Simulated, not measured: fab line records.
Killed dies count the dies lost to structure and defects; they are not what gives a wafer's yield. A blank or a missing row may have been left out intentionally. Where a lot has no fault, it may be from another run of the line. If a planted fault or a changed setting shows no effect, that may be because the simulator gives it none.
Chamber matching	flow n5-finfet	uv-cure-03 running N5_BEOL_M11_CURE_71: 3 sister chambers
The step cures SiCOH lowk, time 240 s. 20 wafers are shown with their chamber, then 10 later ones without.

EACH WAFER AND ITS CHAMBER
wafer	chamber	wafer_temp_C_max	lamp-power-pct (%)
L075.3	0	387.1	52.38
L075.4	0	386.8	52.38
L075.6	0	386.8	52.30
L077.1	1	386.0	52.23
L077.3	1	386.1	52.33
L077.4	1	385.8	52.32
L079.1	0	387.4	52.23
L079.4	0	387.3	52.23
L079.6	0	388.8	52.30
L083.3	2	386.4	52.25
L083.5	2	386.3	52.27
L083.6	2	387.1	52.41
L084.3	1	386.3	52.26
L084.4	1	385.9	52.28
L084.5	1	385.7	52.28
L088.3	2	386.2	52.27
L088.4	2	386.6	52.20
L088.6	2	385.8	52.39
L089.4	2	386.3	52.22
L089.5	2	385.6	52.38

SIGNATURES, as means of the wafers listed above
reading	chamber 0	chamber 1	chamber 2	scatter within a chamber
wafer_temp_C_max	387.367	385.967	386.288	0.514
lamp-power-pct	52.3033	52.2833	52.2987	0.0672
Rule: for a wafer and a chamber, the distance is found by dividing, reading by reading, the gap between the wafer's reading and the chamber's mean by the reading's scatter, squaring, summing and taking the root. If the next closest chamber is less than 2 further off than the closest, the wafer can't be placed; otherwise it belongs to the closest. How the scatter is found: for the shown wafers, subtract from each reading the mean of its chamber, square and add these, divide the total by (wafers less chambers), then take the root.

WAFERS WITH NO CHAMBER GIVEN
wafer	wafer_temp_C_max	lamp-power-pct (%)
L089.6	386.0	52.32
L093.1	386.0	52.28
L093.2	385.7	52.33
L093.3	385.6	52.42
L094.2	388.9	52.20
L094.4	386.9	52.30
L094.5	387.2	52.30
L096.2	386.2	52.30
L096.3	386.3	52.29
L096.4	385.8	52.39

THE CHAMBER EACH PASSED THROUGH
wafer	from the rows above	in truth
L089.6	can't be placed: 1 or 2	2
L093.1	can't be placed: 1 or 2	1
L093.2	can't be placed: 1 or 2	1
L093.3	can't be placed: 1 or 2 or 0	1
L094.2	can't be placed: 0 or 2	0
L094.4	can't be placed: 0 or 2 or 1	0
L094.5	can't be placed: 0 or 2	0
L096.2	can't be placed: 2 or 1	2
L096.3	can't be placed: 2 or 1 or 0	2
L096.4	can't be placed: 1 or 2 or 0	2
Correct placement for 0 of the 10. Can't be placed from these rows: 10 (the true chamber is among the candidates in 10). 0 placed wrongly.
